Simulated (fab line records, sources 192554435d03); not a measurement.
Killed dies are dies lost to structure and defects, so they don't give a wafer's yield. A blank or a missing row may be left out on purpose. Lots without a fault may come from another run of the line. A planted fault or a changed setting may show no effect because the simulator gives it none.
fab line records | flow n5_finfet
record lots=10 wafers=27 last_day=15
route steps=1938 shown PMOS_HMC_CHANNEL_EPI@66 FIN_SAQP@98 BEOL_M4@1111 PASSIVATION@1936
lots that met no fault: from a run of the same line without faults
start_h: hours from the record's first day to the start of the lot's first wafer shown | wait_h: hours since the lot's step before | " the same as in the row above | L1.1+2: a row that stands for several wafers | - no value, or no start given | * or withheld: withheld | < > ~ a bound
route shown NAME@n: a module of which the file shows steps, and the number in the route of the first | usual: mean/standard deviation of fault-free wafers | same: alike in all rows | chamber/n: place in a boat | sites: the reading at each site | _std_site: their standard deviation | _edge_site: outer sites' mean less inner sites' | radius_mm: how far each site lies from the wafer's centre | mask NAME#n: copy n | behind: the tool/chamber that last shaped the wafer | hold: why the lot was held/for how many hours/how that ended | device: the transistor (n, p or np) that didn't switch | end of line: the same wafers' tests at the end of the route | a step without rows: its recipe alone | killed: dies lost to structure and defects at the first sort, not the wafer's yield | map: a wafer's dies, x killed, . not, _ none there
set.NAME: the setting as run; set.NAME@STEP: as run at that earlier step | model.NAME: the simulator's own value behind a step, which no gauge read
steps of the route over a sample of lots; a table a step, a row a wafer
services: from which hour (start_h, from the record's first day; less than 0 if before it) a tool's chamber was out of use, for how many hours, and why
## steps
# step N5_PMOS_HMC_CHANNEL_EPI_OVL_MEAS_10
# recipe points_per_wafer=44
# usual PMOS_HMC_BLK_OVL=-0.3/0.63
# columns lot.wafer tool chamber start_h wait_h PMOS_HMC_BLK_OVL[nm]
L251.4 overlay-01 0 17.64 0.0 -0.6
L251.5 " 0 " " -0.5
L251.6 " 0 " " 0.1
L252.1 overlay-02 0 23.44 0.0 0.8
L252.3 " 0 " " 0.3
L252.6 " 0 " " 0.0
L254.1 overlay-02 0 35.61 0.0 -0.9
L254.2 " 0 " " 0.5
L254.6 " 0 " " -0.7
L255.3 overlay-02 0 41.42 0.0 -0.5
L255.4 " 0 " " -0.7
L255.5 " 0 " " -1.6
L258.2 overlay-01 0 59.28 0.0 -0.3
L258.3 " 0 " " -0.7
L258.6 " 0 " " -0.1
L260.1 overlay-02 0 71.64 0.0 -0.6
L260.3 " 0 " " -0.9
L260.4 " 0 " " -0.8
L261.1 overlay-02 0 77.23 0.0 -0.5
L261.3 " 0 " " -0.4
L261.6 " 0 " " -0.1
L265.1 overlay-02 0 101.91 0.0 -0.3
L265.3 " 0 " " 0.9
L266.3 overlay-02 0 108.84 0.0 -0.1
L266.6 " 0 " " 0.2
L267.1 overlay-01 0 113.43 0.0 -0.3
L267.3 " 0 " " -0.2
# step N5_PMOS_HMC_CHANNEL_EPI_ETCH_38
# recipe chemistry=CF4 target=SiO2 target_depth_a=15 ion_energy_ev=350 pressure_mtorr=10 icp_w=800 bias_w=400 cf4_flow_sccm=80
# usual drypump_motor_current_A=5.84/0.3 oes_product_au=0.993/0.018 throttle_valve_pct=21.82/0.28
# columns lot.wafer tool chamber start_h wait_h drypump_motor_current_A oes_product_au rf_hours_counter_h throttle_valve_pct
L251.4 rie_si-04 0 18.14 0.0 6.42 0.965 199 22.05
L251.5 " 0 " " 6.41 0.961 - 22.03
L251.6 " 3 " " 5.83 1.006 - 22.20
L252.1 rie_si-03 2 23.94 0.0 5.81 0.974 96 21.80
L252.3 " 0 " " 5.87 1.009 1 21.28
L252.6 " 1 " " 5.37 1.013 - 21.96
L254.1 rie_si-02 2 36.10 0.0 5.83 1.006 6 21.99
L254.2 " 1 " " 6.07 0.986 0 21.91
L254.6 " 3 " " 6.18 0.948 - 21.40
L255.3 rie_si-02 3 42.24 0.0 6.21 0.953 21 21.38
L255.4 " 1 " " 6.06 0.989 1 21.92
L255.5 " 1 " " 6.02 0.972 - 21.91
L258.2 rie_si-03 2 59.80 0.0 5.81 0.993 97 21.80
L258.3 " 1 " " 5.36 0.999 53 21.96
L258.6 " 0 " " 5.88 1.008 - 21.26
L260.1 rie_si-03 0 72.15 0.0 5.88 1.027 2 21.28
L260.3 " 2 " " 5.82 0.985 97 21.79
L260.4 " 1 " " 5.37 0.997 54 21.95
L261.1 rie_si-03 0 77.72 0.0 5.87 1.012 2 21.29
L261.3 " 2 " " 5.85 0.979 97 21.79
L261.6 " 1 " " 5.36 1.006 - 21.95
L265.1 rie_si-03 2 102.49 0.0 5.82 0.976 97 21.81
L265.3 " 1 " " 5.35 0.993 54 21.94
L266.3 rie_si-04 0 109.34 0.0 6.39 1.007 0 22.06
L266.6 " 3 " " 5.81 1.007 - 22.19
L267.1 rie_si-03 1 113.93 0.0 5.37 1.014 54 21.96
L267.3 " 0 " " 5.90 1.012 2 21.28
# step N5_FIN_SAQP_PECVD_47
# recipe material=a-Si target_thk_a=450 temp_c=400 precursor=SiH4/He pressure_torr=3 rf_w=100 time_s=36.3
# usual chamber_pressure_Torr=3.001/0.0059 heater_power_w=839/100 run_length_s=72.8/0.52 showerhead_plenum_p_Torr=5.67/0.052 throttle_valve_pct=18.4/1.3
# columns lot.wafer tool chamber start_h wait_h chamber_pressure_Torr heater_power_w run_length_s showerhead_plenum_p_Torr throttle_valve_pct
L251.4 pecvd-03 0 25.60 0.1 2.997 750 72.2 5.67 18.2
L251.5 " 1 " " 3.002 907 73.3 5.70 20.1
L251.6 " 2 " " 3.005 850 73.1 5.61 16.8
L252.1 pecvd-01 1 27.71 0.0 3.004 1052 72.7 5.77 19.3
L252.3 " 0 " " 2.997 850 72.0 5.69 17.0
L252.6 " 1 " " 3.005 1060 72.7 5.80 19.6
L254.1 pecvd-03 1 40.87 0.0 3.005 892 73.6 5.70 20.3
L254.2 " 2 " " 2.999 835 72.9 5.60 17.0
L254.6 " 1 " " 3.007 877 73.7 5.69 20.3
L255.3 pecvd-01 0 46.35 0.1 2.994 840 71.9 5.69 17.3
L255.4 " 1 " " 3.005 1080 72.5 5.79 19.8
L255.5 " 0 " " 2.995 835 72.5 5.67 17.2
L258.2 pecvd-01 1 64.09 0.0 2.999 942 72.5 5.78 19.9
L258.3 " 0 " " 2.990 818 72.5 5.68 17.2
L258.6 " 0 " " 3.003 842 72.5 5.67 17.4
L260.1 pecvd-03 1 76.57 0.0 2.995 993 73.3 5.69 20.4
L260.3 " 2 " " 2.999 876 73.0 5.61 17.1
L260.4 " 0 " " 3.002 708 72.4 5.66 18.3
L261.1 pecvd-03 2 81.21 0.0 2.992 799 73.0 5.60 16.8
L261.3 " 0 " " 3.002 713 72.2 5.67 18.4
L261.6 " 2 " " 3.006 799 72.9 5.63 17.3
L265.1 pecvd-03 1 105.78 0.0 3.007 922 64.2 5.70 20.5
L265.3 " 2 " " 3.001 819 63.8 5.63 17.0
L266.3 pecvd-03 1 112.84 0.0 2.999 952 64.6 5.68 20.3
L266.6 " 0 " " 3.002 613 72.3 5.67 18.4
L267.1 pecvd-03 0 117.42 0.0 3.000 739 63.7 5.67 18.5
L267.3 " 2 " " 2.997 754 63.8 5.61 17.2
# step N5_FIN_SAQP_THK_MEAS_07
# usual thk_nm=59.8/0.81
# columns lot.wafer tool chamber start_h wait_h thk_nm
L251.4 film_metro-01 - 25.76 0.0 60.1
L251.5 " - " " 59.8
L251.6 " - " " 58.6
L252.1 film_metro-02 - 27.95 0.1 58.8
L252.3 " - " " 60.0
L252.6 " - " " 59.8
L254.1 film_metro-02 - 41.11 0.1 58.9
L254.2 " - " " 58.2
L254.6 " - " " 60.2
L255.3 film_metro-02 - 46.57 0.1 60.7
L255.4 " - " " 60.5
L255.5 " - " " 60.1
L258.2 film_metro-01 - 64.26 0.1 60.1
L258.3 " - " " 60.3
L258.6 " - " " 61.1
L260.1 film_metro-01 - 76.74 0.1 59.2
L260.3 " - " " 59.3
L260.4 " - " " 60.9
L261.1 film_metro-02 - 81.38 0.1 58.7
L261.3 " - " " 60.0
L261.6 " - " " 59.9
L265.1 film_metro-02 - 105.95 0.1 59.4
L265.3 " - " " 58.5
L266.3 film_metro-02 - 113.01 0.1 58.6
L266.6 " - " " 59.9
L267.1 film_metro-02 - 117.59 0.1 60.8
L267.3 " - " " 59.4
# step N5_FIN_SAQP_MANDREL_ETCH_58
# recipe chemistry=HBr/Cl2 target=a-Si target_depth_a=450 bt_time_s=10 stop_on=SiNx mask_material=SiO2 over_etch_frac=0.8 time_s=27 pressure_mtorr=10 icp_w=800 bias_w=75 HBr_flow_sccm=150 Cl2_flow_sccm=80 ends=end_point
# usual drypump_motor_current_A=5.6/0.5 oes_product_au=0.694/0.011 throttle_valve_pct=35.6/0.46
# columns lot.wafer tool chamber start_h wait_h drypump_motor_current_A oes_product_au rf_hours_counter_h throttle_valve_pct
L251.4 rie_si-01 2 28.54 0.0 5.6 0.677 61 36.0
L251.5 " 3 " " 5.7 0.701 - 35.9
L251.6 " 0 " " 5.6 0.694 - 35.3
L252.1 rie_si-05 1 31.24 0.0 6.3 0.685 62 34.7
L252.3 " 0 " " 5.0 0.721 11 36.1
L252.6 " 1 " " 6.2 0.683 - 34.7
L254.1 rie_si-05 3 44.01 0.0 5.3 0.699 163 35.9
L254.2 " 2 " " 6.0 0.699 86 35.8
L254.6 " 1 " " 6.3 0.692 - 34.7
L255.3 rie_si-05 2 49.37 0.0 6.0 0.707 86 35.8
L255.4 " 1 " " 6.2 0.689 63 34.7
L255.5 " 3 " " 5.3 0.690 - 35.9
L258.2 rie_si-05 3 67.05 0.0 5.2 0.695 163 35.9
L258.3 " 0 " " 4.9 0.721 12 36.1
L258.6 " 3 " " 5.3 0.694 - 35.9
L260.1 rie_si-06 0 79.76 0.0 6.4 0.692 164 35.9
L260.3 " 1 " " 4.9 0.682 120 35.4
L260.4 " 3 " " 5.5 0.682 112 36.0
L261.1 rie_si-01 2 84.15 0.0 5.6 0.678 62 36.0
L261.3 " 0 " " 5.6 0.684 3 35.3
L261.6 " 0 " " 5.6 0.685 - 35.3
L265.1 rie_si-06 0 111.13 0.0 6.4 0.605 165 36.1
L265.3 " 3 " " 5.5 0.595 112 36.2
L266.3 rie_si-01 2 116.15 0.0 5.6 0.571 62 36.2
L266.6 " 0 " " 5.6 0.690 - 35.3
L267.1 rie_si-06 2 120.82 0.0 5.7 0.589 3 35.2
L267.3 " 3 " " 5.5 0.597 113 36.2
# step N5_BEOL_M4_RC_MEAS_101
# usual DIBL_N=37.0/1.7 DIBL_P=36.7/2 IOFF_N=0.17/0.035 IOFF_P=0.22/0.035 ION_N=672/12 ION_P=461/7.5 SS_N=71.6/0.67 SS_P=73.4/0.64 VT_N=250/3.5 VT_P=-250/3.5
# columns lot.wafer tool chamber start_h wait_h DIBL_N[mV/V] DIBL_P[mV/V] IOFF_N[nA/um] IOFF_P[nA/um] ION_N[uA/um] ION_P[uA/um] SS_N[mV/dec] SS_P[mV/dec] VT_N[mV] VT_P[mV]
L252.1 prober-01 0 168.91 0.0 37.2 36.6 0.19 0.27 692 476 72.1 73.0 249 -242
L252.3 " 0 " " 34.5 33.5 0.13 0.20 663 461 71.3 72.5 252 -246
L252.6 " 0 " " 34.7 33.6 0.14 0.22 663 469 71.2 73.0 249 -246
L251.4 prober-02 0 176.57 0.5 36.8 36.0 0.16 0.18 672 459 72.2 72.7 250 -252
L251.5 " 0 " " 35.5 35.4 0.14 0.17 655 448 71.2 72.9 249 -255
L251.6 " 0 " " 33.7 33.5 0.11 0.16 663 460 70.5 72.3 255 -254
L254.1 prober-02 0 187.31 0.0 37.0 36.5 0.17 0.25 665 462 71.7 73.2 249 -244
L254.2 " 0 " " 37.2 36.3 0.19 0.25 675 467 72.0 73.1 245 -246
L254.6 " 0 " " 36.3 36.4 0.18 0.25 685 473 71.3 73.8 244 -247
L255.3 prober-01 0 192.97 0.3 37.8 36.6 0.17 0.21 675 459 71.3 73.5 247 -249
L255.4 " 0 " " 36.9 35.6 0.15 0.19 657 451 71.4 73.4 247 -249
L255.5 " 0 " " 35.3 33.9 0.12 0.18 650 447 70.9 72.8 252 -250
L258.2 prober-01 0 213.50 0.2 36.4 35.2 0.15 0.18 681 461 71.3 72.5 251 -253
L258.3 " 0 " " 38.4 37.3 0.18 0.22 685 458 72.1 72.7 248 -252
L258.6 " 0 " " 38.2 37.7 0.18 0.23 691 469 72.2 73.2 249 -252
L260.1 prober-01 0 219.44 0.0 36.7 37.4 0.17 0.20 681 467 71.9 74.2 252 -252
L260.3 " 0 " " 36.6 37.3 0.16 0.20 673 464 71.7 73.3 252 -256
L260.4 " 0 " " 36.5 36.7 0.15 0.20 662 454 71.5 73.5 254 -253
L261.1 prober-02 0 226.97 0.0 34.3 35.1 0.13 0.18 666 454 70.0 72.4 252 -253
L261.3 " 0 " " 36.5 36.9 0.17 0.20 675 460 71.4 74.1 249 -253
L261.6 " 0 " " 35.7 35.4 0.15 0.18 666 454 71.4 73.5 253 -255
L265.1 prober-02 0 247.50 0.0 36.1 37.4 0.15 0.22 665 455 71.6 74.4 250 -248
L265.3 " 0 " " 34.1 33.8 0.11 0.17 648 449 70.7 73.0 256 -253
L266.3 prober-02 0 250.21 0.3 37.5 37.4 0.17 0.24 668 462 71.8 73.2 249 -250
L266.6 " 0 " " 34.7 34.8 0.13 0.20 663 466 71.3 72.8 252 -250
L267.1 prober-02 0 257.08 0.0 36.5 36.5 0.17 0.24 683 469 71.2 73.5 249 -243
L267.3 " 0 " " 37.1 36.3 0.16 0.23 679 467 70.8 72.1 248 -248
# step N5_PASSIVATION_PROBE_49
# usual defect_limited_yield=91.1/1.3 killed_at_M0_to_M3=35/11 killed_at_M4_up=13/5.4 killed_at_contacts=14/6.5 killed_at_front_end=41/11 killed_at_other=4/3.1 killed_dies=106/15 killed_open=69/12 killed_short=35/7 sort_bin_5_function=5.2/0.86 sort_bin_6_memory=3.4/0.64 sort_n_pass=1074/15 sort_yield_pct=91.0/1.3
# same gross_dies=1180 killed_at_back_side=0 sort_bin_4_leakage[%]=0 sort_bin_8_speed[%]=0
# columns lot.wafer tool chamber start_h wait_h defect_limited_yield[%] killed_at_M0_to_M3 killed_at_M4_up killed_at_contacts killed_at_front_end killed_at_other killed_dies killed_open killed_short sort_bin_5_function[%] sort_bin_6_memory[%] sort_n_pass sort_yield_pct[%]
L251.4 prober-01 - 271.19 0.2 92.5 28 13 11 36 0 88 53 33 3.6 3.4 1092 92.5
L251.5 prober-01 - 271.24 0.2 90.2 28 13 10 60 5 116 77 38 5.9 3.6 1064 90.2
L251.6 prober-01 - 271.29 0.3 91.8 30 14 14 39 0 97 66 27 5.3 2.6 1083 91.8
L254.1 prober-01 - 291.46 0.0 89.6 24 18 19 61 1 123 82 40 6.8 3.4 1057 89.6
L254.2 prober-01 - 291.51 0.1 91.3 39 9 18 33 4 103 60 39 4.8 3.2 1077 91.3
L254.6 prober-01 - 291.71 0.3 91.7 28 15 7 40 8 98 63 31 5.9 2.1 1082 91.7
L258.2 prober-01 - 302.04 0.1 92.2 17 13 18 41 3 92 51 40 4.1 3.2 1088 92.2
L258.3 prober-01 - 302.09 0.1 90.8 35 19 16 37 2 109 79 28 5.9 3.1 1071 90.8
L258.6 prober-01 - 302.24 0.3 90.7 19 20 10 60 1 110 74 34 5.4 3.6 1070 90.7
L260.1 prober-01 - 315.95 0.0 92.7 22 8 17 36 3 86 59 25 4.1 3.1 1094 92.7
L260.3 prober-01 - 316.05 0.1 92.1 27 5 12 45 4 93 59 30 5.0 2.5 1087 92.1
L260.4 prober-01 - 316.10 0.2 91.4 21 6 15 53 6 101 59 41 5.1 3.1 1079 91.4
L261.1 prober-01 - 321.47 0.0 92.2 33 12 7 34 6 92 55 34 5.3 2.5 1088 92.2
L261.3 prober-01 - 321.57 0.1 92.3 32 12 22 22 3 91 63 27 4.7 3.0 1089 92.3
L261.6 prober-01 - 321.72 0.3 92.4 31 9 9 34 7 90 70 19 4.5 2.8 1090 92.4
L265.1 prober-02 - 337.35 0.0 91.5 29 13 25 29 4 100 70 30 4.8 3.2 1080 91.5
L265.3 prober-02 - 337.45 0.1 89.9 59 7 15 36 2 119 79 39 6.0 3.9 1061 89.9
L266.6 prober-01 - 349.00 0.3 89.5 51 8 23 37 5 124 82 39 6.0 4.4 1056 89.5
# killed by level:class
L251.4 STI_FIN_REVEAL:geometric_particle:open=11 MOL_CONTACT_COAG:geometric_particle:open=6 BEOL_M0_SAQP:geometric_particle:short=6 MOL_CONTACT_COAG:geometric_particle:short=5 BEOL_M1:geometric_particle:open=5 BEOL_M2:geometric_particle:open=5 FIN_SAQP:geometric_particle:open=4 BEOL_M3:geometric_particle:open=4
L251.5 FIN_SAQP:geometric_particle:open=16 STI_FIN_REVEAL:geometric_particle:open=15 FIN_SAQP:geometric_particle:short=10 MOL_CONTACT_COAG:geometric_particle:open=7 BEOL_M2:geometric_particle:open=7 BEOL_M0_SAQP:geometric_particle:open=6 DUMMY_GATE:geometric_particle:open=4 BEOL_M0_SAQP:geometric_particle:short=4
L251.6 MOL_CONTACT_COAG:geometric_particle:open=13 STI_FIN_REVEAL:geometric_particle:open=10 BEOL_M3:geometric_particle:open=9 BEOL_M0_SAQP:geometric_particle:short=7 FIN_SAQP:geometric_particle:open=6 DUMMY_GATE:geometric_particle:open=5 ILD0:geometric_particle:open=5 BEOL_M5:geometric_particle:open=5
L254.1 FIN_SAQP:geometric_particle:open=21 FIN_SAQP:geometric_particle:short=16 BEOL_M4:geometric_particle:open=13 MOL_CONTACT_COAG:geometric_particle:open=12 STI_FIN_REVEAL:geometric_particle:open=8 MOL_CONTACT_COAG:geometric_particle:short=7 DUMMY_GATE:geometric_particle:open=5 BEOL_M3:geometric_particle:open=4
L254.2 MOL_CONTACT_COAG:geometric_particle:open=13 BEOL_M1:geometric_particle:open=13 BEOL_M0_SAQP:geometric_particle:short=8 MOL_CONTACT_COAG:geometric_particle:short=5 FIN_SAQP:geometric_particle:short=5 GATE_CUT:geometric_particle:short=5 BEOL_M0_SAQP:geometric_particle:open=5 BEOL_M4:geometric_particle:open=5
L254.6 BEOL_M0_SAQP:geometric_particle:open=11 BEOL_M4:geometric_particle:open=8 FIN_SAQP:geometric_particle:short=6 DUMMY_GATE:geometric_particle:open=6 MOL_CONTACT_COAG:geometric_particle:open=6 STI_FIN_REVEAL:geometric_particle:open=5 GATE_CUT:geometric_particle:short=5 FIN_SAQP:geometric_particle:open=4
L258.2 MOL_CONTACT_COAG:geometric_particle:open=13 FIN_SAQP:geometric_particle:short=7 FIN_SAQP:geometric_particle:open=6 STI_FIN_REVEAL:geometric_particle:open=6 GATE_CUT:geometric_particle:short=5 MOL_CONTACT_COAG:geometric_particle:short=4 GATE_CUT:geometric_particle:open=4 BEOL_M0_SAQP:geometric_particle:short=4
L258.3 MOL_CONTACT_COAG:geometric_particle:open=15 STI_FIN_REVEAL:geometric_particle:open=14 BEOL_M0_SAQP:geometric_particle:open=12 BEOL_M3:geometric_particle:open=9 FIN_SAQP:geometric_particle:open=6 FIN_SAQP:geometric_particle:short=6 BEOL_M5:geometric_particle:open=6 BEOL_M0_SAQP:geometric_particle:short=4
L258.6 GATE_CUT:geometric_particle:short=12 GATE_CUT:geometric_particle:open=10 MOL_CONTACT_COAG:geometric_particle:open=10 BEOL_M4:geometric_particle:open=10 FIN_SAQP:geometric_particle:open=8 FIN_SAQP:geometric_particle:short=6 STI_FIN_REVEAL:geometric_particle:open=5 BEOL_M1:geometric_particle:open=5
L260.1 FIN_SAQP:geometric_particle:open=15 MOL_CONTACT_COAG:geometric_particle:open=11 BEOL_M0_SAQP:geometric_particle:open=6 MOL_CONTACT_COAG:geometric_particle:short=5 BEOL_M3:geometric_particle:open=5 GATE_CUT:geometric_particle:short=4 BEOL_M0_SAQP:geometric_particle:short=4 BEOL_M4:geometric_particle:open=4
L260.3 STI_FIN_REVEAL:geometric_particle:open=16 MOL_CONTACT_COAG:geometric_particle:open=9 GATE_CUT:geometric_particle:short=5 BEOL_M0_SAQP:geometric_particle:open=5 BEOL_M3:geometric_particle:open=5 FIN_SAQP:geometric_particle:short=4 STI_FIN_REVEAL:geometric_particle:short=4 BEOL_M0_SAQP:geometric_particle:short=4
L260.4 FIN_SAQP:geometric_particle:short=12 MOL_CONTACT_COAG:geometric_particle:open=12 STI_FIN_REVEAL:geometric_particle:open=9 BEOL_M3:geometric_particle:open=7 FIN_SAQP:geometric_particle:open=6 GATE_CUT:geometric_particle:short=4 BEOL_M0_SAQP:geometric_particle:open=4 BEOL_M0_SAQP:geometric_particle:short=4
L261.1 BEOL_M0_SAQP:geometric_particle:open=12 BEOL_M0_SAQP:geometric_particle:short=9 STI_FIN_REVEAL:geometric_particle:open=8 FIN_SAQP:geometric_particle:short=7 MOL_CONTACT_COAG:geometric_particle:open=5 BEOL_M8:geometric_particle:open=4 STARTING-WAFER:geometric_particle:open=4 BEOL_M0:geometric_particle:short=3
L261.3 MOL_CONTACT_COAG:geometric_particle:open=17 BEOL_M1:geometric_particle:open=8 BEOL_M0_SAQP:geometric_particle:open=7 DUMMY_GATE:geometric_particle:open=5 MOL_CONTACT_COAG:geometric_particle:short=5 BEOL_M0_SAQP:geometric_particle:short=5 BEOL_M4:geometric_particle:open=5 DUMMY_GATE:geometric_particle:short=3
L261.6 STI_FIN_REVEAL:geometric_particle:open=10 MOL_CONTACT_COAG:geometric_particle:open=8 BEOL_M3:geometric_particle:open=8 FIN_SAQP:geometric_particle:open=6 BEOL_M0_SAQP:geometric_particle:open=6 BEOL_M0_SAQP:geometric_particle:short=5 DUMMY_GATE:geometric_particle:open=4 FIN_SAQP:geometric_particle:short=3
L265.1 MOL_CONTACT_COAG:geometric_particle:open=18 BEOL_M0_SAQP:geometric_particle:open=9 BEOL_M3:geometric_particle:open=8 MOL_CONTACT_COAG:geometric_particle:short=7 STI_FIN_REVEAL:geometric_particle:open=6 BEOL_M4:geometric_particle:open=5 DUMMY_GATE:geometric_particle:open=4 ILD0:geometric_particle:short=4
L265.3 BEOL_M0_SAQP:geometric_particle:open=16 BEOL_M0_SAQP:geometric_particle:short=13 BEOL_M2:geometric_particle:open=13 STI_FIN_REVEAL:geometric_particle:open=9 MOL_CONTACT_COAG:geometric_particle:open=9 BEOL_M3:geometric_particle:open=7 MOL_CONTACT_COAG:geometric_particle:short=6 FIN_SAQP:geometric_particle:short=5
L266.6 BEOL_M1:geometric_particle:open=21 MOL_CONTACT_COAG:geometric_particle:open=18 STI_FIN_REVEAL:geometric_particle:open=12 BEOL_M0_SAQP:geometric_particle:short=9 BEOL_M0_SAQP:geometric_particle:open=7 FIN_SAQP:geometric_particle:short=6 MOL_CONTACT_COAG:geometric_particle:short=5 BEOL_M1:geometric_particle:short=5
## services
# columns tool chamber start_h hours kind
rie_si-02 3 4.71 1.8 repair
rie_si-06 0 7.80 2.9 repair
rie_si-05 0 10.94 3.7 repair
pecvd-01 2 21.12 - clean
pecvd-01 2 21.12 - consumable_replace:showerhead
pecvd-01 2 21.12 29.0 scheduled_down
pecvd-01 2 21.12 29.0 vent_cycle
rie_si-04 3 35.47 2.8 repair
pecvd-03 0 39.98 23.0 repair
rie_si-04 1 50.55 27.8 repair
pecvd-01 - 59.17 0.5 repair
rie_si-02 2 72.84 6.2 repair
rie_si-03 3 75.66 4.1 repair
pecvd-01 - 85.10 0.6 repair
rie_si-04 0 86.44 - clean
rie_si-04 0 86.44 15.7 scheduled_down
rie_si-04 0 86.44 15.7 vent_cycle
pecvd-01 2 87.50 3.9 repair
rie_si-03 3 96.29 8.2 repair
rie_si-03 - 115.78 2.8 pm
## key
first_sign step=N5_FIN_SAQP_PECVD_47 reading=run_length_s direction=down sigmas=17 usual=* struck=*
effect step=N5_FIN_SAQP_MANDREL_ETCH_58 reading=oes_product_au direction=down sigmas=9.3 usual=0.694 struck=0.592
met_at N5_FIN_SAQP_PECVD_47
struck_lots L265,L266,L267
struck_wafers L265.1,L265.3,L266.3,L267.1,L267.3
not_acting_at N5_PMOS_HMC_CHANNEL_EPI_OVL_MEAS_10,N5_PMOS_HMC_CHANNEL_EPI_ETCH_38,N5_FIN_SAQP_THK_MEAS_07
onset_between 81.21 105.78
fault kind=process_parameter_drift tool=pecvd-03 chamber=- onset_h=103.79 steps=N5_FIN_SAQP_PECVD_47 channel=time_s offset=* shape=step end_h=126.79 scope=struck_wafers_only acts_in=* stated=*
